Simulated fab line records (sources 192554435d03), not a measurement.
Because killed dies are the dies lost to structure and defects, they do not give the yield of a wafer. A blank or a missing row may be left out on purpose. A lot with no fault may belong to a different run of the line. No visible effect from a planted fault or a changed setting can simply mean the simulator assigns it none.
fab line records	flow n5Finfet
record lots=7	wafers=39
route steps=1938 shown BEOL_M13@1659 BEOL_M14@1770 PASSIVATION@1930
startH: the number of hours between the record's first day and the start of the first shown wafer of the lot	waitH: how many hours have passed since the lot's step before this one	" identical to the entry in the row above	L1.1+2: several wafers, shown together as one row	- no value, or no start given	* or withheld: withheld	< > ~ a bound
route shown NAME@n: NAME is a module with steps in the file, n the number in the route of the first one	usual: mean/standard deviation of fault-free wafers	same: alike in all rows	chamber/n: place in a boat	sites: each site's reading	_std_site: how widely they spread, as a standard deviation	_edge_site: inner sites' mean taken away from outer sites' mean	radiusMm: how far each site lies from the wafer's centre	mask NAME#n: copy n	behind: the tool/chamber that last shaped the wafer	hold: reason for holding the lot/hours on hold/outcome of the hold	device: transistor that didn't switch, given as n, p or np	end of line: the same wafers' tests at the end of the route	step lacking rows: just its recipe	killed: not the wafer's yield, but the dies lost to structure and defects at the first sort	map: dies across one wafer; x = killed, . = not, _ = none there
set.NAME: the setting the step ran with; set.NAME@STEP: the setting that earlier step ran with	model.NAME: the simulator's own value behind a step, which no gauge read
lots where settings were altered on purpose, with a table for each step and a row for each wafer
## steps
# step N5_BEOL_M13_ILD_DEP_00
# recipe material=SiOC	targetThkA=8379.2	tempC=350	precursor=DEMS/O2	pressureTorr=5	rfW=500	timeS=166.4
lot.wafer	tool	chamber	startH	waitH	set.targetThkA	model.SiOC_of_BEOL_M13_ILD_DEP_00.thkNm
L078.1	pecvd-04	1	255.59	0.0	10320	1016
L078.2	"	0	"	"	8379.2	827.6
L078.3	"	2	"	"	10320	1013
L078.4	"	1	"	"	8379.2	835.2
L078.5	"	2	"	"	10320	1038
L078.6	"	0	"	"	8379.2	837.8
L084.1	pecvd-01	2	296.35	0.0	9834	968.6
L084.2	"	0	"	"	8379.2	837.2
L084.3	"	1	"	"	8379.2	824
L084.4	"	1	"	"	9834	995.8
L084.5	"	2	"	"	9834	988.6
L084.6	"	0	"	"	8379.2	848.8
L087.1	pecvd-01	2	321.07	0.0	8379.2	826.2
L087.2	"	1	"	"	12400	1228
L087.3	"	0	"	"	12400	1227
L087.4	"	0	"	"	12400	1239
L087.5	"	1	"	"	8379.2	836
L087.6	"	2	"	"	8379.2	848.4
L088.1+3	pecvd-04	0,2	321.54	0.0	5659	555.8
L088.2	"	1	"	"	8379.2	828.8
L088.4	"	0	"	"	5659	577
L088.5	"	1	"	"	8379.2	853.8
L088.6	"	2	"	"	8379.2	840.2
L092.2	pecvd-04	0	345.78	0.0	8379.2	845
L092.3	"	1	"	"	8379.2	847.8
L092.6	"	2	"	"	8379.2	855
L094.1	pecvd-01	0	349.45	0.0	8379.2	828
L094.2	"	2	"	"	11820	1182
L094.3	"	1	"	"	11820	1192
L094.4	"	1	"	"	8379.2	850.2
L094.5	"	0	"	"	11820	1196
L094.6	"	2	"	"	8379.2	865
L097.1	pecvd-01	2	383.42	0.0	8379.2	833.2
L097.2	"	1	"	"	11420	1126
L097.3	"	0	"	"	8379.2	830.6
L097.4	"	0	"	"	8379.2	833.4
L097.5	"	2	"	"	11420	1161
L097.6	"	1	"	"	11420	1149
# step N5_BEOL_M13_THK_MEAS_01
# recipe reads=SiOC_of_BEOL_M13_ILD_DEP_00
# usual M13_ILD_THK=840/10
lot.wafer	tool	chamber	startH	waitH	set.targetThkA@BEOL_M13_ILD_DEP_00	M13_ILD_THK[nm]
L078.1	filmMetro-01	-	255.76	0.1	10320	1016
L078.2	"	-	"	"	8379.2	827
L078.3	"	-	"	"	10320	1013
L078.4	"	-	"	"	8379.2	835
L078.5	"	-	"	"	10320	1040
L078.6	"	-	"	"	8379.2	838
L084.1	filmMetro-01	-	296.50	0.1	9834	968
L084.2	"	-	"	"	8379.2	838
L084.3	"	-	"	"	8379.2	825
L084.4	"	-	"	"	9834	996
L084.5	"	-	"	"	9834	988
L084.6	"	-	"	"	8379.2	849
L087.1	filmMetro-01	-	321.22	0.1	8379.2	826
L087.2	"	-	"	"	12400	1228
L087.3	"	-	"	"	12400	1228
L087.4	"	-	"	"	12400	1238
L087.5	"	-	"	"	8379.2	836
L087.6	"	-	"	"	8379.2	849
L088.1	filmMetro-02	-	321.69	0.1	5659	555
L088.2	"	-	"	"	8379.2	829
L088.3	"	-	"	"	5659	556
L088.4	"	-	"	"	5659	577
L088.5	"	-	"	"	8379.2	854
L088.6	"	-	"	"	8379.2	839
L092.2	filmMetro-02	-	345.93	0.1	8379.2	844
L092.3	"	-	"	"	8379.2	847
L092.6	"	-	"	"	8379.2	855
L094.1	filmMetro-01	-	349.60	0.1	8379.2	829
L094.2	"	-	"	"	11820	1181
L094.3	"	-	"	"	11820	1192
L094.4	"	-	"	"	8379.2	850
L094.5	"	-	"	"	11820	1195
L094.6	"	-	"	"	8379.2	866
L097.1	filmMetro-02	-	383.57	0.1	8379.2	833
L097.2	"	-	"	"	11420	1126
L097.3	"	-	"	"	8379.2	830
L097.4	"	-	"	"	8379.2	834
L097.5	"	-	"	"	11420	1163
L097.6	"	-	"	"	11420	1150
# step N5_BEOL_M13_COAT_58
# recipe resist=BARC	tempC=205	timeS=60	spinRpm=1500	resistThkNm=89
# step N5_BEOL_M13_COAT_04
# recipe spinRpm=1625	resistThkNm=400
# step N5_BEOL_M13_DESCUM_15
# recipe chemistry=O2	timeS=7.9	sourcePowerW=50	biasPowerW=20	pressureMtorr=20	rfFrequencyHz=2.712e+07	tempC=40	o2FlowSccm=225
# step N5_BEOL_M13_ETCH_59
# recipe chemistry=N2/H2	target=BARC	targetDepthA=890	overetchA=267	timeS=67.9	ionEnergyEv=200	pressureMtorr=30	sourceW=840	biasW=150	n2FlowSccm=200	h2FlowSccm=200
# step N5_BEOL_M13_VIA_ETCH_16
# recipe chemistry=C4F8/O2/Ar	target=SiOC	pressureMtorr=30	sourceW=3000	biasW=700	Ar_flow_sccm=400	C4F8_flow_sccm=15	O2_flow_sccm=8	heInnerTorr=15	heOuterTorr=30	targetDepthA=9217	timeS=withheld	ionEnergyEv=250	ends=cleared
lot.wafer	tool	chamber	startH	waitH	set.targetThkA@BEOL_M13_ILD_DEP_00	model.etch.depthNm	model.BARC_of_BEOL_M13_COAT_58.thkNm	model.coat_of_BEOL_M13_COAT_04.thkNm
L078.1	rieDiel-01	1	256.72	0.0	10320	1016	89.2	17.8
L078.2	"	2	"	"	8379.2	827.6	89.2	74.4
L078.3	"	0	"	"	10320	1013	89.4	17.6
L078.4	"	0	"	"	8379.2	835.2	89.2	71
L078.5	"	1	"	"	10320	1038	89.4	12.4
L078.6	"	2	"	"	8379.2	837.8	89.2	69.8
L084.1	rieDiel-06	2	297.10	0.0	9834	968.6	89.2	32.8
L084.2	"	0	"	"	8379.2	837.3	89	73.4
L084.3	"	3	"	"	8379.2	824.1	89.4	75.4
L084.4	"	1	"	"	9834	995.9	89.2	25.2
L084.5	"	2	"	"	9834	988.5	89.4	27
L084.6	"	1	"	"	8379.2	848.7	89	68.2
L087.1	rieDiel-01	2	321.70	0.0	8379.2	826.3	89	73
L087.2	"	3	"	"	12400	1228	41	0
L087.3	"	1	"	"	12400	1227	43.6	0
L087.4	"	0	"	"	12400	1239	39.2	0
L087.5	"	3	"	"	8379.2	836	89	68.2
L087.6	"	2	"	"	8379.2	848.4	89.2	68
L088.1	rieDiel-02	1	322.18	0.0	5659	555.8	89	155.2
L088.2	"	0	"	"	8379.2	828.9	89.2	72
L088.3	"	3	"	"	5659	555.8	89.2	152.4
L088.4	"	2	"	"	5659	577.1	89	148
L088.5	"	3	"	"	8379.2	853.7	89.4	65
L088.6	"	0	"	"	8379.2	840.2	89	70.2
L092.2	rieDiel-01	0	346.41	0.0	8379.2	845	89.2	68.8
L092.3	"	3	"	"	8379.2	847.7	89.2	67.2
L092.6	"	2	"	"	8379.2	854.9	89.2	67.2
L094.1	rieDiel-01	2	350.08	0.0	8379.2	827.9	89.2	76.6
L094.2	"	0	"	"	11820	1182	58	0
L094.3	"	3	"	"	11820	1192	54.8	0
L094.4	"	1	"	"	8379.2	850.2	89	69.2
L094.5	"	0	"	"	11820	1196	53.2	0
L094.6	"	3	"	"	8379.2	865.1	89	62
L097.1	rieDiel-01	0	384.21	0.0	8379.2	833.2	89.2	72.2
L097.2	"	3	"	"	11420	1126	72.4	0
L097.3	"	1	"	"	8379.2	830.6	89.4	69.6
L097.4	"	2	"	"	8379.2	833.3	89.2	73
L097.5	"	1	"	"	11420	1161	60.8	0
L097.6	"	2	"	"	11420	1149	68.8	0
# step N5_BEOL_M13_STRIP_63
# recipe chemistry=N2/H2	powerW=1000	tempC=250	h2Frac=0.65	overashFraction=0.3	pressureMtorr=1000	n2FlowSccm=1750	h2FlowSccm=3250
# usual oesProductAu=0.674/0.0048	stripTimeToEndpointS=27.7/1.1
lot.wafer	tool	chamber	startH	waitH	set.targetThkA@BEOL_M13_ILD_DEP_00	oesProductAu	stripTimeToEndpointS
L078.1	plasmaAsher-01	0	256.96	-	10320	0.524	10.6
L078.2	"	1	"	"	8379.2	0.674	29.0
L078.3	"	1	"	"	10320	0.530	10.6
L078.4	"	0	"	"	8379.2	0.671	28.0
L078.5	"	1	"	"	10320	0.451	8.5
L078.6	"	0	"	"	8379.2	0.678	27.6
L084.1	plasmaAsher-01	0	297.34	-	9834	0.648	16.0
L084.2	"	1	"	"	8379.2	0.681	28.7
L084.3	"	0	"	"	8379.2	0.681	29.3
L084.4	"	1	"	"	9834	0.627	13.4
L084.5	"	1	"	"	9834	0.636	14.0
L084.6	"	0	"	"	8379.2	0.673	27.1
L087.1	plasmaAsher-02	1	321.93	-	8379.2	0.675	28.5
L087.2	"	0	"	"	12400	0.225	0.0
L087.3	"	1	"	"	12400	0.230	0.0
L087.4	"	0	"	"	12400	0.226	0.0
L087.5	"	0	"	"	8379.2	0.673	27.2
L087.6	"	1	"	"	8379.2	0.671	27.0
L088.1	plasmaAsher-01	1	322.41	-	5659	0.704	51.1
L088.2	"	0	"	"	8379.2	0.671	28.2
L088.3	"	0	"	"	5659	0.701	50.3
L088.4	"	1	"	"	5659	0.691	49.2
L088.5	"	0	"	"	8379.2	0.671	26.2
L088.6	"	1	"	"	8379.2	0.671	27.7
L092.2	plasmaAsher-02	0	346.65	-	8379.2	0.674	27.3
L092.3	"	0	"	"	8379.2	0.683	26.9
L092.6	"	1	"	"	8379.2	0.671	26.8
L094.1	plasmaAsher-01	0	350.32	-	8379.2	0.678	29.6
L094.2	"	1	"	"	11820	0.229	0.0
L094.3	"	0	"	"	11820	0.233	0.0
L094.4	"	1	"	"	8379.2	0.671	27.4
L094.5	"	1	"	"	11820	0.232	0.0
L094.6	"	0	"	"	8379.2	0.668	25.3
L097.1	plasmaAsher-01	0	384.45	-	8379.2	0.678	28.3
L097.2	"	1	"	"	11420	0.234	0.0
L097.3	"	1	"	"	8379.2	0.674	27.6
L097.4	"	0	"	"	8379.2	0.676	28.6
L097.5	"	1	"	"	11420	0.239	0.0
L097.6	"	0	"	"	11420	0.228	0.0
# step N5_BEOL_M13_STRIP_64
# recipe chemistry=N2/H2	powerW=1000	tempC=250	h2Frac=0.65	overashFraction=0.3	pressureMtorr=withheld	n2FlowSccm=1750	h2FlowSccm=3250
# usual oesProductAu=0.715/0.0039	stripTimeToEndpointS=31.36/0.072
lot.wafer	tool	chamber	startH	waitH	set.targetThkA@BEOL_M13_ILD_DEP_00	oesProductAu	stripTimeToEndpointS
L078.1	plasmaAsher-01	0	257.02	0.0	10320	0.709	31.36
L078.2	"	1	"	"	8379.2	0.712	31.35
L078.3	"	1	"	"	10320	0.719	31.44
L078.4	"	0	"	"	8379.2	0.720	31.38
L078.5	"	1	"	"	10320	0.718	31.40
L078.6	"	0	"	"	8379.2	0.720	31.36
L084.1	plasmaAsher-01	0	297.40	0.0	9834	0.715	31.37
L084.2	"	1	"	"	8379.2	0.714	31.30
L084.3	"	0	"	"	8379.2	0.711	31.44
L084.4	"	1	"	"	9834	0.709	31.37
L084.5	"	1	"	"	9834	0.721	31.43
L084.6	"	0	"	"	8379.2	0.715	31.28
L087.1	plasmaAsher-02	1	321.99	0.0	8379.2	0.709	31.30
L087.2	"	0	"	"	12400	0.643	18.73
L087.3	"	1	"	"	12400	0.652	19.55
L087.4	"	0	"	"	12400	0.653	18.13
L087.5	"	0	"	"	8379.2	0.707	31.33
L087.6	"	1	"	"	8379.2	0.714	31.39
L088.1	plasmaAsher-01	1	322.47	0.0	5659	0.722	31.32
L088.2	"	0	"	"	8379.2	0.721	31.34
L088.3	"	0	"	"	5659	0.718	31.38
L088.4	"	1	"	"	5659	0.717	31.30
L088.5	"	0	"	"	8379.2	0.708	31.42
L088.6	"	1	"	"	8379.2	0.714	31.29
L092.2	plasmaAsher-02	0	346.71	0.0	8379.2	0.714	31.38
L092.3	"	0	"	"	8379.2	0.713	31.39
L092.6	"	1	"	"	8379.2	0.716	31.37
L094.1	plasmaAsher-01	0	350.38	0.0	8379.2	0.712	31.38
L094.2	"	1	"	"	11820	0.670	24.09
L094.3	"	0	"	"	11820	0.670	23.08
L094.4	"	1	"	"	8379.2	0.713	31.28
L094.5	"	1	"	"	11820	0.668	22.59
L094.6	"	0	"	"	8379.2	0.714	31.31
L097.1	plasmaAsher-01	0	384.51	0.0	8379.2	0.714	31.39
L097.2	"	1	"	"	11420	0.672	28.37
L097.3	"	1	"	"	8379.2	0.720	31.40
L097.4	"	0	"	"	8379.2	0.711	31.36
L097.5	"	1	"	"	11420	0.670	24.93
L097.6	"	0	"	"	11420	0.680	27.33
# step N5_BEOL_M14_DEP_53
# recipe material=SiCN	targetThkA=500	tempC=withheld	precursor=3MS/NH3	pressureTorr=3	rfW=675	timeS=17.8
lot.wafer	tool	chamber	startH	waitH	set.timeS	model.SiCN_of_BEOL_M14_DEP_53.thkNm
L078.1	pecvd-02	0	274.30	0.0	25.95	71.6
L078.2	"	1	"	"	25.95	70.8
L078.3	"	2	"	"	17.8	50
L078.4	"	0	"	"	17.8	50.6
L078.5	"	2	"	"	17.8	50.2
L078.6	"	1	"	"	25.95	72.2
L084.1	pecvd-03	2	305.12	0.0	26.7	74
L084.2	"	1	"	"	17.8	49.6
L084.3	"	0	"	"	17.8	49.8
L084.4	"	1	"	"	26.7	75
L084.5	"	2	"	"	17.8	50.2
L084.6	"	0	"	"	26.7	74.4
L087.1	pecvd-02	2	330.94	0.0	17.8	50.2
L087.2	"	0	"	"	17.8	49.6
L087.3	"	1	"	"	26.54	74
L087.4	"	0	"	"	26.54	74.4
L087.5	"	1	"	"	17.8	50.4
L087.6	"	2	"	"	26.54	75.2
L088.1	pecvd-01	0	331.99	0.0	24.25	67.6
L088.2	"	2	"	"	24.25	66.8
L088.3	"	1	"	"	17.8	49.2
L088.4	"	0	"	"	24.25	68.6
L088.5	"	1	"	"	17.8	50.4
L088.6	"	2	"	"	17.8	50.8
L092.2	pecvd-02	0	358.71	0.0	17.8	49.6
L092.3	"	2	"	"	17.8	49.8
L092.6	"	0	"	"	17.8	50.2
L094.1	pecvd-02	0	359.16	0.0	26.7	73.8
L094.2	"	2	"	"	26.7	74.4
L094.3	"	1	"	"	17.8	49.2
L094.4	"	0	"	"	17.8	50.6
L094.5	"	1	"	"	26.7	75
L094.6	"	2	"	"	17.8	50.8
L097.1	pecvd-01	0	393.15	0.0	23.43	65.6
L097.2	"	2	"	"	17.8	49.8
L097.3	"	2	"	"	17.8	50.4
L097.4	"	0	"	"	23.43	66
L097.5	"	2	"	"	23.43	65.8
L097.6	"	0	"	"	17.8	51.2
# step N5_PASSIVATION_ETCH_54
# recipe chemistry=CHF3/O2	target=SiO2	targetDepthA=8800	CHF3_flow_sccm=50	O2_flow_sccm=5	Ar_flow_sccm=200	timeS=440	maskMaterial=PR	pressureMtorr=30	sourceW=650	biasW=170	ionEnergyEv=200
lot.wafer	tool	chamber	startH	waitH	set.targetDepthA	model.etch.depthNm	model.PASSIVATION.featureDepthNm
L078.1	rieDiel-04	2	295.32	0.1	13400	1340	1340
L078.2	"	1	"	"	8800	877.1	877.2
L078.3	"	0	"	"	8800	889.3	889.2
L078.4	"	3	"	"	13400	1347	1347
L078.5	"	0	"	"	8800	886.4	886.4
L078.6	"	3	"	"	13400	1348	1348
L084.1	rieDiel-05	3	322.12	0.1	8800	893.3	893.2
L084.2	"	1	"	"	8800	894.8	894.8
L084.3	"	0	"	"	8800	879.4	879.4
L084.4	"	2	"	"	8800	884.8	884.8
L084.5	"	1	"	"	8800	889.9	889.8
L084.6	"	2	"	"	8800	880.3	880.2
L087.1	rieDiel-05	3	347.79	0.1	11540	1168	1168
L087.2	"	1	"	"	8800	890.4	890.4
L087.3	"	2	"	"	11540	1157	1157
L087.4	"	0	"	"	8800	858.8	858.8
L087.5	"	0	"	"	8800	876.8	876.8
L087.6	"	3	"	"	11540	1171	1171
L088.1	rieDiel-04	2	352.96	0.1	12390	1239	1239
L088.2	"	1	"	"	12390	1241	1241
L088.3	"	0	"	"	8800	896.4	896.4
L088.4	"	1	"	"	8800	878.6	878.6
L088.5	"	2	"	"	8800	883.7	883.6
L088.6	"	0	"	"	12390	1254	1254
L092.2	rieDiel-03	0	376.47	0.1	8800	874.4	874.4
L092.3	"	3	"	"	8800	869.3	869.4
L092.6	"	2	"	"	8800	886.4	886.4
L094.1	rieDiel-04	3	380.20	0.1	8800	885.7	885.8
L094.2	"	1	"	"	3851	386.8	386.8
L094.3	"	0	"	"	8800	878.6	878.6
L094.4	"	2	"	"	3851	382.9	382.8
L094.5	"	1	"	"	8800	877.9	877.8
L094.6	"	0	"	"	3851	389.5	389.4
L097.1	rieDiel-04	2	424.07	0.1	8800	875.4	875.4
L097.2	"	1	"	"	8800	877.1	877.2
L097.3	"	3	"	"	8800	873.9	874
L097.4	"	0	"	"	8800	887.5	887.6
L097.5	"	2	"	"	8800	867.1	867
L097.6	"	1	"	"	8800	883.3	883.2
## key
split step=N5_BEOL_M13_ILD_DEP_00	setting=targetThkA	stated=8379.2	by=wafer
response step=N5_BEOL_M13_ILD_DEP_00	reading=model.SiOC_of_BEOL_M13_ILD_DEP_00.thkNm	change=+8.38	per=1%	r=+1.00
response step=N5_BEOL_M13_THK_MEAS_01	reading=M13_ILD_THK	change=+8.38	per=1%	r=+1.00
response step=N5_BEOL_M13_VIA_ETCH_16	reading=model.etch.depthNm	change=+8.38	per=1%	r=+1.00
response step=N5_BEOL_M13_VIA_ETCH_16	reading=model.BARC_of_BEOL_M13_COAT_58.thkNm	shape=bent	atLowest=89.07	atStated=89.16	atHighest=41.27
response step=N5_BEOL_M13_VIA_ETCH_16	reading=model.coat_of_BEOL_M13_COAT_04.thkNm	change=-1.88	per=1%	r=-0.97
response step=N5_BEOL_M13_STRIP_63	reading=oesProductAu	shape=bent	atLowest=0.699	atStated=0.674	atHighest=0.227
response step=N5_BEOL_M13_STRIP_63	reading=stripTimeToEndpointS	shape=bent	atLowest=*	atStated=*	atHighest=*
response step=N5_BEOL_M13_STRIP_64	reading=oesProductAu	change=-0.000882	per=1%	r=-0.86
split step=N5_BEOL_M14_DEP_53	setting=timeS	stated=17.8	by=wafer
response step=N5_BEOL_M14_DEP_53	reading=model.SiCN_of_BEOL_M14_DEP_53.thkNm	change=+0.485	per=1%	r=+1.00
split step=N5_PASSIVATION_ETCH_54	setting=targetDepthA	stated=8800	by=wafer
response step=N5_PASSIVATION_ETCH_54	reading=model.etch.depthNm	change=+8.86	per=1%	r=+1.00
response step=N5_PASSIVATION_ETCH_54	reading=model.PASSIVATION.featureDepthNm	change=+8.86	per=1%	r=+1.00
